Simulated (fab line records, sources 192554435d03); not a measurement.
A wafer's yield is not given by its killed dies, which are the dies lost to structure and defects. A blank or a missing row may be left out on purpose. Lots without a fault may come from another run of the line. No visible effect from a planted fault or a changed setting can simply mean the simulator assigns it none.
Struck lot and sound lot, side by side | flow n5 finfet | 15 steps out of a route of 1938
Sound: wafers L409.1, L409.2, L409.4. Wafers struck: L414.3, L414.4, L414.6. The cause comes at the end.
Order at every step that has rows: each side's tool, ch and its chambers, its first start. Under that, the readings that differ: sound wafers | struck wafers | difference of the means | sigmas: that difference in standard deviations of wafers without a fault.
alike: readings whose means differ by less than 2 such deviations, and words and numbers that are the same on both sides. not compared: withheld readings, readings that some wafer has no value for, bounds like >300 that may hide the same value, and numbers for which the record gives no deviation and whose values overlap.
Wherever a step has rows on one side only, a row that says differs or no value, or a row with sigmas, the two part there. Non-overlapping numbers with no deviation appear without sigmas and do not part them. Lack of a reading on every wafer of one side parts them only where that side has two or more wafers.

first, 1 step without rows for these wafers: N5_BEOL_M12_PRE_CLEAN_42 (time 30 s).
N5_BEOL_M12_SPUTTER_43: material TaN, target thk 15 nm, time 24.19 s.
  struck on pvd sputter-01, day 13 10:20; sound on pvd sputter-02, day 11 22:26
  alike: throttle valve pct
N5_BEOL_M12_SPUTTER_44: material Ta, target thk 10 nm, time 16.13 s.
  struck on pvd sputter-01, day 13 10:25; sound on pvd sputter-02, day 11 22:31
  alike: throttle valve pct
N5_BEOL_M12_SPUTTER_45: material Cu, target thk 80 nm, time 13.33 s.
  struck on pvd sputter-01, day 13 10:30; sound on pvd sputter-02, day 11 22:36
  alike: chuck sensor temp C, throttle valve pct
then, 1 step without rows for these wafers: N5_BEOL_M12_ECD_47 (material Cu, target thk 720 nm).
N5_BEOL_M12_ANNEAL_48: time 90 s.
  sound on rtp anneal-01 ch 0, day 11 22:52; struck on rtp anneal-01 ch 0, day 13 13:48
  alike: wafer_temp_C_max
N5_BEOL_M12_CMP_49: polishes, stops on SiOC, t overpolish 20.6 s, target thk 320 nm.
  sound on cmp-04 ch 0,1,3, day 11 23:10; struck on cmp-04 ch 1,2,3, day 13 14:05
  alike: barrier field endpoint s, clearing platen down force psi, motor current A, overpolish run s
N5_BEOL_M12_THK_MEAS_50: measures by xrf.
  struck on film metro-01, day 13 14:18; sound on film metro-01, day 11 23:27
  alike: M12_THK
then, 2 steps without rows for these wafers: N5_BEOL_M12_PRE_CLEAN_52 (time 15 s); N5_BEOL_M12_DEP_53 (deposits SiCN from 3MS/NH3, target thk 30 nm, time 10.5 s).
N5_BEOL_M12_RS_MEAS_54: a four-point-probe measurement.
  struck on film metro-01, day 13 14:26; sound on film metro-01, day 11 23:35
  alike: M12_RS
N5_BEOL_M12_INSPECT_55: inspects for defects (darkfield).
  struck on defect inspect-02, day 13 14:27; sound on defect inspect-02, day 11 23:36
  alike: raw defect count
N5_BEOL_M13_ILD_DEP_00: deposits SiOC from DEMS/O2, target thk 837.92 nm, time 166.4 s.
  sound on pecvd-04 ch 0,1, day 11 23:38; struck on pecvd-04 ch 0,2, day 13 14:29
  reading              | sound                | struck               | difference | sigmas
  susceptor temp C (C) | 349.50 349.82 349.91 | 354.47 354.30 354.27 | +4.60      | +24
  alike: heater power outer w, heater power w, showerhead plenum p Torr, throttle valve pct
N5_BEOL_M13_THK_MEAS_01:
  struck on film metro-02, day 13 14:38; sound on film metro-02, day 11 23:47
  alike: M13_ILD_THK
N5_PASSIVATION_PROBE_49:
  rows exist in the record for the sound wafers here (prober-01, day 13 17:31), none for the struck ones

== WHERE THEY PART ==
First at N5_BEOL_M13_ILD_DEP_00; last, within this record, at N5_PASSIVATION_PROBE_49.

WHY: what the simulator had put in
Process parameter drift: pecvd-04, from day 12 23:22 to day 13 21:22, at N5_BEOL_M13_ILD_DEP_00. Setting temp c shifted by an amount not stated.
